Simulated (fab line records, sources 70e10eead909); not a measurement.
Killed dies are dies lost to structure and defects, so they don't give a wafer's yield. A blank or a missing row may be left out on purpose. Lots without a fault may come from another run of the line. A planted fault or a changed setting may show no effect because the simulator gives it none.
Which tool did it? | flow nand_harc | 10 lots, 30 wafers sampled, at 6 steps of a route of 1302

WHAT THE GAUGES READ, wafer by wafer
NHARC_A_CHANNEL_HOLE_D1_INSPECT_40. Usual: raw_defect_count 76, standard deviation 24.
lot  | measured     | on                | raw_defect_count | flag
L914 | day 9 23:49  | defect_inspect-02 | 737 769 766      | OFF
L915 | day 10 10:44 | defect_inspect-01 | 782 711 714      | OFF
L916 | day 11 00:09 | defect_inspect-01 | 752 747 742      | OFF
L923 | day 13 12:05 | defect_inspect-02 | 115 97 91        |
L926 | day 14 18:45 | defect_inspect-01 | 61 64 71         |
L927 | day 15 16:33 | defect_inspect-01 | 101 98 109       |
L928 | day 16 04:30 | defect_inspect-02 | 102 88 97        |
L929 | day 16 16:39 | defect_inspect-02 | 92 130 93        |
L931 | day 17 00:53 | defect_inspect-02 | 85 85 65         |
L933 | day 19 16:28 | defect_inspect-01 | 41 34 38         |

NHARC_END_SORT_01. Usual: killed_at_array 58, standard deviation 15; killed_at_other 0.8, standard deviation 1.2; killed_at_periphery 3.5, standard deviation 2.5; killed_dies 62, standard deviation 15; killed_open 3.2, standard deviation 1.7; killed_short 2.4, standard deviation 1.5.
lot  | measured     | on        | killed_at_array | killed_at_other | killed_at_periphery | killed_dies | killed_open | killed_short | flag
L914 | day 25 06:41 | prober-02 | 103 116 121     | 4 2 0           | 3 0 1               | 110 118 122 | 3 3 2       | 6 1 4        | OFF
L915 | day 25 19:09 | prober-02 | 122 109 110     | 1 2 2           | 1 4 3               | 124 115 115 | 2 0 3       | 0 3 1        | OFF
L916 | day 25 19:49 | prober-01 | 108 107 112     | 1 0 1           | 3 3 3               | 112 110 116 | 2 5 2       | 2 2 3        | OFF
L926 | day 30 11:59 | prober-01 | 52 62 57        | 1 0 2           | 3 2 3               | 56 64 62    | 8 4 7       | 1 3 1        |
L927 | day 31 06:43 | prober-02 | 75              | 2               | 0                   | 77          | 3           | 0            |
L928 | day 31 13:25 | prober-01 | 72 62 65        | 0 1 0           | 0 5 4               | 72 68 69    | 2 6 3       | 1 3 1        |
L929 | day 32 05:58 | prober-02 | 39 51 49        | 0 0 0           | 10 4 5              | 49 55 54    | 4 2 3       | 1 2 1        |
L931 | day 32 19:12 | prober-01 | 68 67 55        | 2 0 2           | 3 3 1               | 73 70 58    | 4 2 3       | 3 3 0        |

WHICH TOOL RAN EACH LOT (tool, then ch and the chambers of the sampled wafers, then the start)
lot  | NHARC_A_CHANNEL_HOLE_D1_ETCH_19  | NHARC_A_CHANNEL_HOLE_D1_ETCH_22  | NHARC_A_CHANNEL_HOLE_D1_ETCH_23  | NHARC_A_CHANNEL_HOLE_D1_ETCH_24
L914 | har_etch-02 ch 0,1, day 9 18:07  | har_etch-02 ch 0,1, day 9 19:03  | har_etch-02 ch 0,1, day 9 19:38  | har_etch-02 ch 0,1, day 9 20:20
L915 | har_etch-02 ch 0,1, day 10 05:00 | har_etch-02 ch 0,1, day 10 05:56 | har_etch-02 ch 0,1, day 10 06:31 | har_etch-02 ch 0,1, day 10 07:13
L916 | har_etch-02 ch 0,1, day 10 18:28 | har_etch-02 ch 0,1, day 10 19:24 | har_etch-02 ch 0,1, day 10 19:59 | har_etch-02 ch 0,1, day 10 20:42
L923 | har_etch-02 ch 1, day 13 05:55   | har_etch-02 ch 1, day 13 06:52   | har_etch-02 ch 1, day 13 07:28   | har_etch-02 ch 1, day 13 08:10
L926 | har_etch-01 ch 0,1, day 14 13:02 | har_etch-01 ch 0,1, day 14 13:54 | har_etch-01 ch 0,1, day 14 14:28 | har_etch-01 ch 0,1, day 14 15:10
L927 | har_etch-02 ch 0,1, day 15 10:42 | har_etch-02 ch 0,1, day 15 11:39 | har_etch-02 ch 0,1, day 15 12:14 | har_etch-02 ch 0,1, day 15 12:57
L928 | har_etch-02 ch 0, day 15 22:46   | har_etch-02 ch 0, day 15 23:38   | har_etch-02 ch 0, day 16 00:13   | har_etch-02 ch 0, day 16 00:55
L929 | har_etch-02 ch 0,1, day 16 10:58 | har_etch-02 ch 0,1, day 16 11:56 | har_etch-02 ch 0,1, day 16 12:30 | har_etch-02 ch 0,1, day 16 13:12
L931 | har_etch-01 ch 0,1, day 16 19:12 | har_etch-01 ch 0,1, day 16 20:14 | har_etch-01 ch 0,1, day 16 20:50 | har_etch-01 ch 0,1, day 16 21:34
L933 | har_etch-02 ch 0, day 19 10:44   | har_etch-02 ch 0, day 19 11:37   | har_etch-02 ch 0, day 19 12:10   | har_etch-02 ch 0, day 19 12:52
- NHARC_A_CHANNEL_HOLE_D1_ETCH_19: etches the open film in C4F8/O2/Ar, time 34.5 s.
- NHARC_A_CHANNEL_HOLE_D1_ETCH_22: etches the open film in C4F8/O2/Ar, time 666.7 s, target depth 1600 nm.
- NHARC_A_CHANNEL_HOLE_D1_ETCH_23: etches the open film in C4F8/O2/Ar, time 819 s, target depth 1600 nm.
- NHARC_A_CHANNEL_HOLE_D1_ETCH_24: etches the open film in C4F8/O2/Ar, time 906.2 s, target depth 1500 nm.

WHAT THE TOOLS THEMSELVES READ (means of the sampled wafers that have a number; where no wafer has one, the mark that the record gives instead)
NHARC_A_CHANNEL_HOLE_D1_ETCH_19. Usual: drypump_motor_current_A 5.59 A, standard deviation 0.14; oes_air_line_au 0.997 a.u., standard deviation 0.019; showerhead_plenum_p_Torr 3.69 Torr, standard deviation 0.098; temp_c -19.99 C, standard deviation 0.11; throttle_valve_pct 37.039 %, standard deviation 0.0084.
lot  | tool        | drypump_motor_current_A (A) | oes_air_line_au (a.u.) | showerhead_plenum_p_Torr (Torr) | temp_c (C) | throttle_valve_pct (%) | flag
L914 | har_etch-02 | 5.72                        | 0.994                  | 3.78                            | -20.03     | 37.036                 |
L915 | har_etch-02 | 5.71                        | 0.990                  | 3.78                            | -19.96     | 37.048                 |
L916 | har_etch-02 | 5.66                        | 1.002                  | 3.76                            | -20.10     | 37.034                 |
L923 | har_etch-02 | 5.76                        | 1.007                  | 3.77                            | -20.13     | 37.043                 |
L926 | har_etch-01 | 5.55                        | 0.963                  | 3.67                            | -20.02     | 37.037                 |
L927 | har_etch-02 | 5.65                        | 0.993                  | 3.72                            | -19.99     | 37.041                 |
L928 | har_etch-02 | 5.59                        | 0.991                  | 3.70                            | -19.90     | 37.042                 |
L929 | har_etch-02 | 5.71                        | 1.028                  | 3.72                            | -19.94     | 37.043                 |
L931 | har_etch-01 | 5.47                        | 0.999                  | 3.58                            | -20.05     | 37.043                 |
L933 | har_etch-02 | 5.58                        | 1.025                  | 3.67                            | -20.00     | 37.035                 |

NHARC_A_CHANNEL_HOLE_D1_ETCH_22. Usual: drypump_motor_current_A 5.59 A, standard deviation 0.14; oes_air_line_au 0.999 a.u., standard deviation 0.021; showerhead_plenum_p_Torr 3.65 Torr, standard deviation 0.094; temp_c -20.00 C, standard deviation 0.12; throttle_valve_pct 32.155 %, standard deviation 0.0093.
lot  | tool        | drypump_motor_current_A (A) | oes_air_line_au (a.u.) | showerhead_plenum_p_Torr (Torr) | temp_c (C) | throttle_valve_pct (%) | flag
L914 | har_etch-02 | 5.71                        | 0.975                  | 3.74                            | -19.98     | 32.146                 |
L915 | har_etch-02 | 5.71                        | 0.993                  | 3.73                            | -19.88     | 32.148                 |
L916 | har_etch-02 | 5.65                        | 1.005                  | 3.72                            | -19.80     | 32.155                 |
L923 | har_etch-02 | 5.74                        | 1.013                  | 3.72                            | -20.06     | 32.160                 |
L926 | har_etch-01 | 5.55                        | 0.979                  | 3.63                            | -20.16     | 32.152                 |
L927 | har_etch-02 | 5.66                        | 1.008                  | 3.68                            | -20.01     | 32.154                 |
L928 | har_etch-02 | 5.60                        | 1.005                  | 3.66                            | -19.86     | 32.152                 |
L929 | har_etch-02 | 5.72                        | 0.983                  | 3.68                            | -20.08     | 32.154                 |
L931 | har_etch-01 | 5.46                        | 1.015                  | 3.55                            | -20.12     | 32.155                 |
L933 | har_etch-02 | 5.59                        | 0.997                  | 3.63                            | -19.89     | 32.156                 |

NHARC_A_CHANNEL_HOLE_D1_ETCH_23. Usual: drypump_motor_current_A 5.59 A, standard deviation 0.14; oes_air_line_au 0.999 a.u., standard deviation 0.02; showerhead_plenum_p_Torr 3.65 Torr, standard deviation 0.094; temp_c -20.00 C, standard deviation 0.1; throttle_valve_pct 32.154 %, standard deviation 0.0097.
lot  | tool        | drypump_motor_current_A (A) | oes_air_line_au (a.u.) | showerhead_plenum_p_Torr (Torr) | temp_c (C) | throttle_valve_pct (%) | flag
L914 | har_etch-02 | 5.71                        | 0.982                  | 3.74                            | -20.07     | 32.153                 |
L915 | har_etch-02 | 5.70                        | 1.010                  | 3.73                            | -20.04     | 32.154                 |
L916 | har_etch-02 | 5.63                        | 0.995                  | 3.72                            | -19.94     | 32.161                 |
L923 | har_etch-02 | 5.75                        | 1.000                  | 3.72                            | -20.13     | 32.150                 |
L926 | har_etch-01 | 5.56                        | 0.993                  | 3.63                            | -19.99     | 32.150                 |
L927 | har_etch-02 | 5.65                        | 0.980                  | 3.68                            | -20.07     | 32.157                 |
L928 | har_etch-02 | 5.58                        | 1.025                  | 3.66                            | -20.07     | 32.151                 |
L929 | har_etch-02 | 5.70                        | 1.028                  | 3.68                            | -19.96     | 32.155                 |
L931 | har_etch-01 | 5.48                        | 1.000                  | 3.55                            | -19.99     | 32.159                 |
L933 | har_etch-02 | 5.59                        | 0.981                  | 3.63                            | -19.91     | 32.154                 |

NHARC_A_CHANNEL_HOLE_D1_ETCH_24. Usual: drypump_motor_current_A 5.59 A, standard deviation 0.14; oes_air_line_au 1.003 a.u., standard deviation 0.022; showerhead_plenum_p_Torr 3.64 Torr, standard deviation 0.094; temp_c -20.01 C, standard deviation 0.12; throttle_valve_pct 32.234 %, standard deviation 0.009.
lot  | tool        | drypump_motor_current_A (A) | oes_air_line_au (a.u.) | showerhead_plenum_p_Torr (Torr) | temp_c (C) | throttle_valve_pct (%) | flag
L914 | har_etch-02 | 5.69                        | 1.005                  | 3.73                            | -20.11     | 32.234                 |
L915 | har_etch-02 | 5.68                        | 0.990                  | 3.73                            | -20.11     | 32.238                 |
L916 | har_etch-02 | 5.66                        | 1.011                  | 3.71                            | -19.99     | 32.225                 |
L923 | har_etch-02 | 5.75                        | 0.980                  | 3.72                            | -20.01     | 32.224                 |
L926 | har_etch-01 | 5.55                        | 1.015                  | 3.62                            | -20.01     | 32.244                 |
L927 | har_etch-02 | 5.65                        | 1.010                  | 3.68                            | -19.96     | 32.235                 |
L928 | har_etch-02 | 5.61                        | 1.025                  | 3.65                            | -19.88     | 32.240                 |
L929 | har_etch-02 | 5.70                        | 1.003                  | 3.68                            | -19.95     | 32.228                 |
L931 | har_etch-01 | 5.47                        | 1.008                  | 3.54                            | -20.13     | 32.234                 |
L933 | har_etch-02 | 5.58                        | 1.015                  | 3.63                            | -20.09     | 32.235                 |

THE ANSWER, worked out from the rows above alone
Rule: a lot is off if the mean of its wafers that have a number lies more than 3 standard deviations from the usual mean. A lot without any number at a reading at which 4 lots or more have one is off too. The other lots that the step has rows for count as sound. The gauges are gone through in route order, then the tools' own readings, and for those a lot's mean is taken as printed above. The first step at which some lot is off is used, and at that step the reading that is off furthest; a lot without a number counts as furthest.
Off: L914, L915, L916, at NHARC_A_CHANNEL_HOLE_D1_INSPECT_40 (raw_defect_count).
A tool fits if, at a process step before that reading, it ran every lot that is off, and no sound lot after the first of them. The gauges at NHARC_A_CHANNEL_HOLE_D1_INSPECT_40 aren't tried: what is off there is off at NHARC_END_SORT_01 too, on other tools, and a gauge's error can't cause that. None of those tried fits.

WHAT THE SIMULATOR HAD PUT IN
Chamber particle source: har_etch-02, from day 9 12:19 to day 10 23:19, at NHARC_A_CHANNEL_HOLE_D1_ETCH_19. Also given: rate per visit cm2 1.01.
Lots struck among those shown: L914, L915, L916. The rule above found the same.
